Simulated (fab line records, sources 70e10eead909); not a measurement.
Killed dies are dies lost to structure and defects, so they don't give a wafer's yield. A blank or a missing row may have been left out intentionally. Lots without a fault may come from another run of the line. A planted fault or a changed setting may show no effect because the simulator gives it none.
The tool behind it: which one? ; flow nand-harc ; Sampling: 24 lots, 72 wafers, 6 of 1302 route steps

== WHAT EACH GAUGE READ, for each wafer ==
The record lacks any reading of a measuring or inspecting step that a usual standard deviation could be used to judge.

== WHICH TOOL RAN EACH LOT (tool, then ch and the chambers of the sampled wafers, then the start) ==
lot;NHARC_A_CHANNEL_HOLE_D2_STRIP_28;NHARC_A_STAIRCASE_DESCUM_11;NHARC_A_STAIRCASE_ETCH_17;NHARC_A_STAIRCASE_ETCH_19;NHARC_A_STAIRCASE_ETCH_194;NHARC_A_STAIRCASE_ETCH_201
L074;rie-diel-04 ch 0,2,3, day 15 11:40 or earlier;rie-diel-02 ch 1,2, day 15 11:40;rie-diel-02 ch 1,2, no start;rie-diel-02 ch 1,3, no start;rie-diel-09 ch 0,1,2, no start;rie-diel-02 ch 0,1, no start
L075;rie-diel-04 ch 0,1,3, day 16 13:17 or earlier;rie-diel-09 ch 0,1,3, day 16 13:17;rie-diel-09 ch 0,1,3, no start;rie-diel-09 ch 0,1,3, no start;rie-diel-08 ch 1,2,3, no start;rie-diel-08 ch 1,2,3, no start
L076;rie-diel-05 ch 0,2,3, day 16 22:58 or earlier;rie-diel-08 ch 0,1, day 16 22:58;rie-diel-08 ch 1,2, no start;rie-diel-08 ch 0,1,3, no start;rie-diel-02 ch 0,1,2, no start;rie-diel-08 ch 1,2,3, no start
L080;rie-diel-04 ch 0,1,3, day 17 23:36 or earlier;rie-diel-09 ch 1,3, day 17 23:36;rie-diel-09 ch 1,2, no start;rie-diel-09 ch 1,2, no start;rie-diel-09 ch 0,1,3, no start;rie-diel-09 ch 0,3, no start
L077;rie-diel-05 ch 0,2,3, day 17 21:20 or earlier;rie-diel-02 ch 1,2, day 17 21:20;rie-diel-02 ch 0,2,3, no start;rie-diel-02 ch 0,1, no start;rie-diel-09 ch 0,1,3, no start;rie-diel-08 ch 0,1,2, no start
L078;rie-diel-05 ch 0,2,3, day 18 02:53 or earlier;rie-diel-02 ch 1,2,3, day 18 02:53;rie-diel-02 ch 1,2, no start;rie-diel-02 ch 1,2, no start;rie-diel-02 ch 1,2, no start;rie-diel-08 ch 0,2,3, no start
L079;rie-diel-03 ch 0,3, day 18 06:41 or earlier;rie-diel-09 ch 1,2,3, day 18 06:41;rie-diel-09 ch 2,3, no start;rie-diel-09 ch 1,2, no start;rie-diel-08 ch 2,3, no start;rie-diel-02 ch 0,2, no start
L081;rie-diel-03 ch 1,2, day 18 20:29 or earlier;rie-diel-09 ch 0,2,3, day 18 20:29;rie-diel-09 ch 0,3, no start;rie-diel-09 ch 0,1,2, no start;rie-diel-08 ch 1,2, no start;rie-diel-08 ch 0,1,3, no start
L082;rie-diel-05 ch 0,3, day 19 04:06 or earlier;rie-diel-08 ch 1,2,3, day 19 04:06;rie-diel-08 ch 1,3, no start;rie-diel-08 ch 1,2,3, no start;rie-diel-09 ch 1,2,3, no start;rie-diel-09 ch 0,3, no start
L083;rie-diel-05 ch 0,3, day 19 17:46 or earlier;rie-diel-08 ch 1,2,3, day 19 17:46;rie-diel-08 ch 0,2, no start;rie-diel-08 ch 0,1,3, no start;rie-diel-02 ch 2,3, no start;rie-diel-02 ch 2,3, no start
L084;rie-diel-03 ch 0,1,3, day 20 08:07 or earlier;rie-diel-02 ch 0,2, day 20 08:07;rie-diel-02 ch 1,2,3, no start;rie-diel-02 ch 0,2,3, no start;rie-diel-08 ch 0,2,3, no start;rie-diel-02 ch 1,2, no start
L085;rie-diel-04 ch 1,2,3, day 20 07:53 or earlier;rie-diel-08 ch 0,1,3, day 20 07:53;rie-diel-08 ch 1,2, no start;rie-diel-08 ch 1,3, no start;rie-diel-02 ch 0,1,2, no start;rie-diel-09 ch 0,1,3, no start
L086;rie-diel-05 ch 0,1,3, day 21 02:10 or earlier;rie-diel-08 ch 0,2,3, day 21 02:10;rie-diel-08 ch 0,1,2, no start;rie-diel-08 ch 0,1,2, no start;rie-diel-09 ch 1,2,3, no start;rie-diel-02 ch 0,2,3, no start
L087;rie-diel-05 ch 0,1,3, day 20 23:43 or earlier;rie-diel-02 ch 0,1, day 20 23:43;rie-diel-02 ch 2,3, no start;rie-diel-02 ch 0,1, no start;rie-diel-02 ch 1,2, no start;rie-diel-02 ch 0,3, no start
L089;rie-diel-05 ch 0,1,2, day 22 05:11 or earlier;rie-diel-08 ch 1,2, day 22 05:11;rie-diel-08 ch 1,2,3, no start;rie-diel-08 ch 0,2,3, no start;rie-diel-02 ch 0,2,3, no start;rie-diel-09 ch 0,2,3, no start
L090;rie-diel-04 ch 0,2,3, day 22 12:53 or earlier;rie-diel-09 ch 0,1,2, day 22 12:53;rie-diel-09 ch 1,2,3, no start;rie-diel-09 ch 0,1,3, no start;rie-diel-08 ch 0,1,2, no start;rie-diel-08 ch 0,1,3, no start
L088;rie-diel-04 ch 1,2, day 22 13:03 or earlier;rie-diel-08 ch 0,2, day 22 13:03;rie-diel-08 ch 0,1,2, no start;rie-diel-08 ch 1,2,3, no start;rie-diel-02 ch 1,3, no start;rie-diel-08 ch 0,2,3, no start
L091;rie-diel-03 ch 1,2,3, day 23 02:07 or earlier;rie-diel-09 ch 0,1,2, day 23 02:07;rie-diel-09 ch 1,2, no start;rie-diel-09 ch 0,1, no start;rie-diel-08 ch 1,2, no start;rie-diel-08 ch 1,2,3, no start
L092;rie-diel-04 ch 0,2,3, day 23 01:46 or earlier;rie-diel-08 ch 0,2,3, day 23 01:46;rie-diel-08 ch 0,2,3, no start;rie-diel-08 ch 0,2,3, no start;rie-diel-08 ch 0,1,3, no start;rie-diel-08 ch 0,1, no start
L094;rie-diel-04 ch 0,2, day 23 13:43 or earlier;rie-diel-08 ch 1,2, day 23 13:43;rie-diel-08 ch 1,2, no start;rie-diel-08 ch 1,2, no start;rie-diel-09 ch 0,1, no start;rie-diel-09 ch 1,2,3, no start
L093;rie-diel-03 ch 1,2, day 23 13:31 or earlier;rie-diel-02 ch 1,3, day 23 13:31;rie-diel-02 ch 1,3, no start;rie-diel-02 ch 1,2,3, no start;rie-diel-02 ch 0,2,3, no start;rie-diel-09 ch 0,3, no start
L095;rie-diel-03 ch 0,1,2, day 24 08:41 or earlier;rie-diel-09 ch 2,3, day 24 08:41;rie-diel-09 ch 0,2, no start;rie-diel-09 ch 1,2, no start;rie-diel-02 ch 1,3, no start;rie-diel-08 ch 1,3, no start
L096;rie-diel-03 ch 2,3, day 24 13:00 or earlier;rie-diel-09 ch 0,1,3, day 24 13:00;rie-diel-09 ch 0,1,3, no start;rie-diel-09 ch 1,2,3, no start;rie-diel-08 ch 0,1,2, no start;rie-diel-08 ch 1,3, no start
L097;rie-diel-03 ch 0,1,2, day 25 13:26 or earlier;rie-diel-02 ch 0,1,3, day 25 13:26;rie-diel-02 ch 0,1,3, no start;rie-diel-02 ch 0,2,3, no start;rie-diel-08 ch 0,2,3, no start;rie-diel-08 ch 0,1,2, no start
- NHARC_A_CHANNEL_HOLE_D2_STRIP_28: strips in O2.
- NHARC_A_STAIRCASE_DESCUM_11: chemistry O2, time 3 s.
- NHARC_A_STAIRCASE_ETCH_17: etches the open film in C4F8/O2, target depth 100 nm, time 40.5 s.
- NHARC_A_STAIRCASE_ETCH_19: etches the open film in C4F8/O2, target depth 100 nm, time 40.5 s.
- NHARC_A_STAIRCASE_ETCH_194: etches the open film in C4F8/O2, target depth 100 nm, time 40.5 s.
- NHARC_A_STAIRCASE_ETCH_201: etches the open film in C4F8/O2, target depth 100 nm, time 40.5 s.

== WHAT THE TOOLS THEMSELVES READ (means of the sampled wafers that have a number; where no wafer has one, the mark that the record gives instead) ==
NHARC_A_CHANNEL_HOLE_D2_STRIP_28.
lot;tool;drypump-motor-current-A (A);oes-product-au (a.u.);rf-vpp-V (V);showerhead-plenum-p-Torr (Torr);throttle-valve-pct (%)
L074;rie-diel-04;5.8;1.004;58.8;3.74;17.030
L075;rie-diel-04;5.5;0.992;58.4;3.76;17.036
L076;rie-diel-05;5.9;1.021;57.7;3.48;17.038
L080;rie-diel-04;5.5;1.007;57.9;3.75;17.029
L077;rie-diel-05;5.9;1.023;57.9;3.48;17.030
L078;rie-diel-05;5.9;1.018;57.7;3.48;17.029
L079;rie-diel-03;5.4;0.997;58.3;3.73;17.046
L081;rie-diel-03;5.7;1.008;57.6;3.55;17.034
L082;rie-diel-05;5.9;1.020;57.5;3.43;17.046
L083;rie-diel-05;5.9;1.003;58.2;3.38;17.047
L084;rie-diel-03;5.7;0.997;58.3;3.60;17.043
L085;rie-diel-04;5.6;1.006;58.1;3.74;17.036
L086;rie-diel-05;5.9;1.009;56.6;3.46;17.039
L087;rie-diel-05;5.9;1.009;57.1;3.46;17.045
L089;rie-diel-05;5.9;1.015;58.6;3.51;17.034
L090;rie-diel-04;5.8;1.011;58.3;3.74;17.034
L088;rie-diel-04;5.5;1.016;58.5;3.73;17.039
L091;rie-diel-03;5.8;0.997;58.1;3.58;17.037
L092;rie-diel-04;5.8;1.010;58.4;3.74;17.040
L094;rie-diel-04;5.7;1.017;56.8;3.73;17.039
L093;rie-diel-03;6.0;1.006;58.0;3.45;17.028
L095;rie-diel-03;5.6;1.009;58.1;3.57;17.042
L096;rie-diel-03;5.6;1.002;59.3;3.72;17.033
L097;rie-diel-03;5.6;0.996;58.6;3.57;17.037

NHARC_A_STAIRCASE_DESCUM_11.
lot;tool;drypump-motor-current-A (A);oes-product-au (a.u.);rf-vpp-V (V);showerhead-plenum-p-Torr (Torr);throttle-valve-pct (%)
L074;rie-diel-02;6.0;1.026;57.6;1.88;11.303
L075;rie-diel-09;5.8;1.011;57.4;1.88;11.318
L076;rie-diel-08;5.8;0.992;58.0;1.88;11.323
L080;rie-diel-09;6.0;1.004;57.6;1.95;11.318
L077;rie-diel-02;6.0;1.003;57.3;1.87;11.307
L078;rie-diel-02;6.2;1.003;58.0;1.94;11.307
L079;rie-diel-09;5.8;1.007;57.1;1.95;11.303
L081;rie-diel-09;5.6;0.994;57.7;1.88;11.304
L082;rie-diel-08;5.9;1.007;58.3;1.85;11.312
L083;rie-diel-08;5.9;1.007;56.4;1.85;11.313
L084;rie-diel-02;5.9;1.003;57.1;1.90;11.314
L085;rie-diel-08;5.8;1.006;56.9;1.82;11.313
L086;rie-diel-08;5.5;1.000;56.7;1.79;11.312
L087;rie-diel-02;6.0;1.009;57.3;1.95;11.309
L089;rie-diel-08;5.6;1.007;58.1;1.86;11.310
L090;rie-diel-09;5.4;1.006;57.6;1.96;11.307
L088;rie-diel-08;5.2;1.012;57.3;1.81;11.307
L091;rie-diel-09;5.4;1.000;57.4;1.96;11.312
L092;rie-diel-08;5.5;0.997;56.6;1.79;11.317
L094;rie-diel-08;5.7;1.006;58.0;1.86;11.320
L093;rie-diel-02;6.4;0.999;57.6;2.00;11.310
L095;rie-diel-09;6.0;0.998;57.4;1.86;11.317
L096;rie-diel-09;5.8;0.993;56.2;1.86;11.307
L097;rie-diel-02;6.1;1.019;59.2;1.98;11.310

NHARC_A_STAIRCASE_ETCH_17.
lot;tool;bias-w (W);oes-product-au (a.u.);rf-vpp-V (V)
L074;rie-diel-02;1001;0.965;894
L075;rie-diel-09;1001;0.936;895
L076;rie-diel-08;1000;0.944;893
L080;rie-diel-09;999;0.940;903
L077;rie-diel-02;1000;0.945;900
L078;rie-diel-02;996;0.937;894
L079;rie-diel-09;1000;0.950;898
L081;rie-diel-09;1002;0.953;888
L082;rie-diel-08;1000;0.946;894
L083;rie-diel-08;1002;0.947;890
L084;rie-diel-02;1000;0.958;897
L085;rie-diel-08;1001;0.964;894
L086;rie-diel-08;999;0.959;891
L087;rie-diel-02;1004;0.959;895
L089;rie-diel-08;1002;0.947;892
L090;rie-diel-09;998;0.944;898
L088;rie-diel-08;1000;0.944;891
L091;rie-diel-09;999;0.947;903
L092;rie-diel-08;1000;0.939;888
L094;rie-diel-08;1003;0.950;893
L093;rie-diel-02;1002;0.944;900
L095;rie-diel-09;1002;0.948;893
L096;rie-diel-09;1001;0.943;892
L097;rie-diel-02;1002;0.963;900

NHARC_A_STAIRCASE_ETCH_19.
lot;tool;bias-w (W);oes-product-au (a.u.);rf-vpp-V (V)
L074;rie-diel-02;998.3;0.951;899
L075;rie-diel-09;999.3;0.957;894
L076;rie-diel-08;999.2;0.959;891
L080;rie-diel-09;998.3;0.956;904
L077;rie-diel-02;1001.2;0.948;899
L078;rie-diel-02;1001.6;0.927;893
L079;rie-diel-09;1000.5;0.945;904
L081;rie-diel-09;1000.4;0.948;900
L082;rie-diel-08;1002.8;0.945;892
L083;rie-diel-08;998.3;0.935;891
L084;rie-diel-02;1002.8;0.953;900
L085;rie-diel-08;1002.6;0.960;894
L086;rie-diel-08;1002.1;0.951;891
L087;rie-diel-02;1002.4;0.942;900
L089;rie-diel-08;1000.5;0.947;888
L090;rie-diel-09;997.1;0.946;893
L088;rie-diel-08;1001.1;0.946;891
L091;rie-diel-09;1000.3;0.951;894
L092;rie-diel-08;999.7;0.955;888
L094;rie-diel-08;1001.2;0.950;894
L093;rie-diel-02;1000.6;0.943;897
L095;rie-diel-09;997.7;0.938;903
L096;rie-diel-09;998.8;0.937;897
L097;rie-diel-02;1001.5;0.958;898

NHARC_A_STAIRCASE_ETCH_194.
lot;tool;bias-w (W);oes-product-au (a.u.);rf-vpp-V (V)
L074;rie-diel-09;1002;0.932;899
L075;rie-diel-08;1002;0.951;893
L076;rie-diel-02;999;0.957;897
L080;rie-diel-09;1001;0.948;895
L077;rie-diel-09;1003;0.948;893
L078;rie-diel-02;1002;0.951;893
L079;rie-diel-08;998;0.948;891
L081;rie-diel-08;998;0.955;894
L082;rie-diel-09;1000;0.950;898
L083;rie-diel-02;998;0.945;897
L084;rie-diel-08;1003;0.940;889
L085;rie-diel-02;1001;0.948;897
L086;rie-diel-09;1001;0.939;897
L087;rie-diel-02;1000;0.937;893
L089;rie-diel-02;1002;0.942;899
L090;rie-diel-08;1000;0.952;891
L088;rie-diel-02;1002;0.938;898
L091;rie-diel-08;1001;0.949;894
L092;rie-diel-08;999;0.947;890
L094;rie-diel-09;1002;0.955;898
L093;rie-diel-02;1000;0.947;899
L095;rie-diel-02;1001;0.958;901
L096;rie-diel-08;1001;0.939;897
L097;rie-diel-08;1000;0.932;901

NHARC_A_STAIRCASE_ETCH_201.
lot;tool;bias-w (W);oes-product-au (a.u.);rf-vpp-V (V)
L074;rie-diel-02;999.5;0.963;901
L075;rie-diel-08;998.9;0.952;892
L076;rie-diel-08;999.5;0.952;892
L080;rie-diel-09;998.3;0.950;888
L077;rie-diel-08;1000.3;0.944;892
L078;rie-diel-08;998.6;0.949;888
L079;rie-diel-02;1000.9;0.957;899
L081;rie-diel-08;999.3;0.936;889
L082;rie-diel-09;1000.0;0.945;889
L083;rie-diel-02;1002.8;0.941;900
L084;rie-diel-02;1000.1;0.940;893
L085;rie-diel-09;996.8;0.948;893
L086;rie-diel-02;998.6;0.939;899
L087;rie-diel-02;999.9;0.940;904
L089;rie-diel-09;999.7;0.950;893
L090;rie-diel-08;999.5;0.945;890
L088;rie-diel-08;1000.1;0.957;889
L091;rie-diel-08;999.7;0.957;891
L092;rie-diel-08;1002.0;0.932;889
L094;rie-diel-09;1001.0;0.945;898
L093;rie-diel-09;1000.2;0.950;888
L095;rie-diel-08;997.8;0.944;899
L096;rie-diel-08;998.4;0.946;903
L097;rie-diel-08;998.9;0.933;897

== THE ANSWER, worked out from the rows above alone ==
Rule: what is usual is taken from the lots themselves. Put in order of their means at a reading, lots are off if they are a third of the lots or fewer, leave a main group of 4 or more, and stand apart from it by a gap of 3 or more times the standard deviation of the main group's means; of several such gaps the widest counts. A main group whose means are all the same, to the digits that the tables above print for the reading, isn't used. A lot without any number at a reading at which 4 lots or more have one is off too. All remaining lots with rows at the step are treated as sound. First the gauges in route order, then the tools' own readings, where a lot's mean is used as printed above. The first step at which some lot is off is used, and at that step the reading that is off furthest; a lot without a number counts as furthest.
Across all readings shown, no lot is off: no conclusion can be drawn from this.

== WHAT THE SIMULATOR HAD INSERTED ==
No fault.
